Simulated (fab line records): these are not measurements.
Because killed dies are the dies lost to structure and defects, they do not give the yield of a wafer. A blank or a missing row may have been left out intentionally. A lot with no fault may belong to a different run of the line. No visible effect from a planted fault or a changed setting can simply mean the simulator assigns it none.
Chamber matching ; flow n5-finfet ; N5_SD_EPI_P_ETCH_16 on rie-diel-03: 4 sister chambers
The step etches SiO2 in CHF3/O2, target depth 5 nm. 4 wafers are shown with their chamber, then 9 later ones without.

EACH WAFER AND ITS CHAMBER
wafer;chamber;rf-vpp-V (V)
L082.1;3;516
L084.3;1;517
L084.4;0;542
L084.6;2;527

WAFERS WITH NO CHAMBER GIVEN
wafer;rf-vpp-V (V)
L088.1;516
L088.3;529
L088.4;541
L094.3;517
L094.5;518
L094.6;526
L097.1;527
L097.3;515
L097.6;517

WHICH CHAMBER EACH ONE RAN IN
wafer;from the rows above;in truth
L088.1;can't be placed: 3 or 1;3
L088.3;2;2
L088.4;0;0
L094.3;can't be placed: 1 or 3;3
L094.5;can't be placed: 1 or 3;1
L094.6;2;2
L097.1;2;2
L097.3;can't be placed: 3 or 1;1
L097.6;can't be placed: 1 or 3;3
Correctly placed: 4 of 9. Unplaceable from these rows: 5, with the true chamber sitting among the candidates in 5. Placed wrongly: 0.
How it was worked out, from the rows above alone: a wafer's distance from a chamber is the root of the sum, over the readings, of the square of ((its reading less the chamber's mean) divided by the reading's scatter). If the next closest chamber is less than 2 further off than the closest, the wafer can't be placed; otherwise it belongs to the closest. The mean given for a chamber averages the wafers shown for that chamber. The scatter (one wafer shown for each chamber): square how far every hidden wafer sits from the nearest shown wafer, average those squares and take the square root.
